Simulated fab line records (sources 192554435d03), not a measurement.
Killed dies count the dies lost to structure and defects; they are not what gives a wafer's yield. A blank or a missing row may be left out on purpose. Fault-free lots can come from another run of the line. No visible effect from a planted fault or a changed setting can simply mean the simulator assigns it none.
Chamber matching ; flow n5 finfet ; 4 sister chambers for N5_MOL_CONTACT_COAG_ETCHBACK_132 on rie diel-06
The step etches SiO2 in CHF3, target depth 10 nm, time 6.7 s. 20 wafers are shown with their chamber, then 10 later ones without.

== WAFERS, EACH WITH ITS CHAMBER ==
wafer;chamber;showerhead plenum p Torr (Torr);drypump motor current A (A);throttle valve pct (%)
L076.2;3;2.41;5.0;18.75
L076.4;1;2.49;5.7;19.02
L076.6;1;2.49;5.7;19.02
L079.1;1;2.48;5.7;19.04
L079.4;2;2.29;6.0;18.55
L079.6;1;2.48;5.7;19.03
L083.1;2;2.29;6.0;18.57
L083.2;3;2.41;4.9;18.77
L083.4;0;2.29;6.8;18.35
L084.3;2;2.29;6.0;18.57
L084.5;2;2.29;6.0;18.57
L084.6;3;2.40;4.9;18.77
L086.1;2;2.29;6.0;18.57
L086.2;0;2.29;6.8;18.37
L086.4;1;2.48;5.7;19.06
L087.2;2;2.29;5.9;18.58
L087.5;3;2.40;4.9;18.78
L087.6;2;2.29;5.9;18.57
L088.2;0;2.29;6.8;18.35
L088.3;3;2.40;4.9;18.79

SIGNATURES (means of the wafers above)
reading;chamber 0;chamber 1;chamber 2;chamber 3;scatter within a chamber
showerhead plenum p Torr;2.2900;2.4840;2.2900;2.4040;0.00387
drypump motor current A;6.800;5.700;5.971;4.920;0.0373
throttle valve pct;18.3567;19.0340;18.5686;18.7720;0.0131
Rule: distance of a wafer from a chamber = root of the sum over the readings of ((wafer's reading minus chamber's mean) / reading's scatter) squared. If the next closest chamber is less than 2 further off than the closest, the wafer can't be placed; otherwise it belongs to the closest. How the scatter is found: for the shown wafers, subtract from each reading the mean of its chamber, square and add these, divide the total by (wafers less chambers), then take the root.

== WAFERS WITHOUT THEIR CHAMBER ==
wafer;showerhead plenum p Torr (Torr);drypump motor current A (A);throttle valve pct (%)
L088.5;2.40;4.9;18.78
L091.4;2.47;5.7;19.08
L091.5;2.40;4.9;18.80
L091.6;2.28;5.9;18.58
L092.1;2.28;5.9;18.60
L092.4;2.40;4.9;18.80
L092.6;2.29;6.8;18.38
L096.2;2.28;5.9;18.63
L096.3;2.47;5.7;19.10
L096.6;2.28;5.9;18.62

== THE CHAMBER EACH PASSED THROUGH ==
wafer;from the rows above;in truth
L088.5;3;3
L091.4;1;1
L091.5;3;3
L091.6;2;2
L092.1;2;2
L092.4;3;3
L092.6;0;0
L096.2;2;2
L096.3;1;1
L096.6;2;2
10 of 10 placed correctly. From these rows, 0 cannot be placed. Number placed wrongly: 0.
